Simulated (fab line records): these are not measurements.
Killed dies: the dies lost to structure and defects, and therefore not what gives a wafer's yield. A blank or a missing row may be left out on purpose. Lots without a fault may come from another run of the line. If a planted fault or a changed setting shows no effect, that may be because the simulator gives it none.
Code-filled problem report in 8D (eight disciplines) form    flow nandHarc    the parts of the form that need people (team, actions taken, sign-off) are left out

== 1. THE PROBLEM ==
Mean of runLengthS at NHARC_A_STAIRCASE_ETCH_199: 51.3 s across 4 wafers in 2 lots; on wafers with no fault it is 61.8 s (standard deviation 0.47). Relative to the usual mean, that is a shift of -22 standard deviations.
The step: etches the open film in C4F8/O2, target depth 100 nm, time 40.5 s.
Earliest sighting: wafer L982.2 on rieDiel-09 at day 25 13:09. The record has a number at this step for 42 wafers belonging to 14 lots. Rule for "out" (also "out of limits"): further than 4 standard deviations from the usual mean. The rest of the wafers with a number are treated as sound.

== 2. WHAT IT IS, WHAT IT ISN'T ==
question                     is                              is not
which readings at this step  runLengthS                      oesProductAu, rfVppV
which lots                   L982, L984                      L961, L963, L965, L966, L967, L968, L970, L971, L972, L973, L974, L975
which wafers of those lots   L982.2, L982.5, L984.3, L984.5  L982.1, L984.6
read on which tools          rieDiel-09                      rieDiel-01, rieDiel-04
when                         from day 25 13:09               up to then (37 sound wafers); but 1 sound wafer of L984 came after

== 3. THE SUSPECTS, EACH WITH WHAT RULES IT OUT ==
Counting: any tool at a process step up to the reading remains a suspect provided it ran every lot that is out. Sound lots after the first of them don't rule it out here, since some wafers of a struck lot are sound.
- rieDiel-09 at NHARC_A_STAIRCASE_ETCH_199 (etches the open film in C4F8/O2, target depth 100 nm, time 40.5 s): kept. Ran every lot that is out, first one L982 (day 25 13:09); last sound lot up to then L975 (day 22 07:52). On those wafers its own readings are out: runLengthS.
After counting, what remains is rieDiel-09 at NHARC_A_STAIRCASE_ETCH_199.

== 4. THE CAUSE (what the simulator had put in) ==
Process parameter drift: rieDiel-09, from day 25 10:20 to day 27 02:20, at NHARC_A_STAIRCASE_ETCH_199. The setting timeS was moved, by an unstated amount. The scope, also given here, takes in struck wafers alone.
After counting, this tool was the only one left.

== 5. THE CHAIN OF EFFECTS, in route order ==
Rows list readings where the struck wafers' mean (over those with a number) sits beyond 3 standard deviations from the usual. Readings are gone through only where the record gives a usual standard deviation; hours: the median, over the lots, of the time from a lot's start at the first step in this table giving one to that lot's start at this step; sigmas: the change measured in usual standard deviations.
hours  step                        reading     usual   on struck wafers  change  sigmas
0      NHARC_A_STAIRCASE_ETCH_199  runLengthS  61.8 s  51.3              -10.5   -22
It contains these process steps:
- NHARC_A_STAIRCASE_ETCH_199: etches the open film in C4F8/O2, target depth 100 nm, time 40.5 s.
Readings that are blank on the struck wafers while sound wafers have them: biasW at NHARC_A_STAIRCASE_ETCH_199.

== 6. HOW IT WOULD HAVE BEEN CAUGHT EARLIER ==
In this record the first reading out of limits was taken at day 25 13:09, 3 hours after the fault began at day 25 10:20.
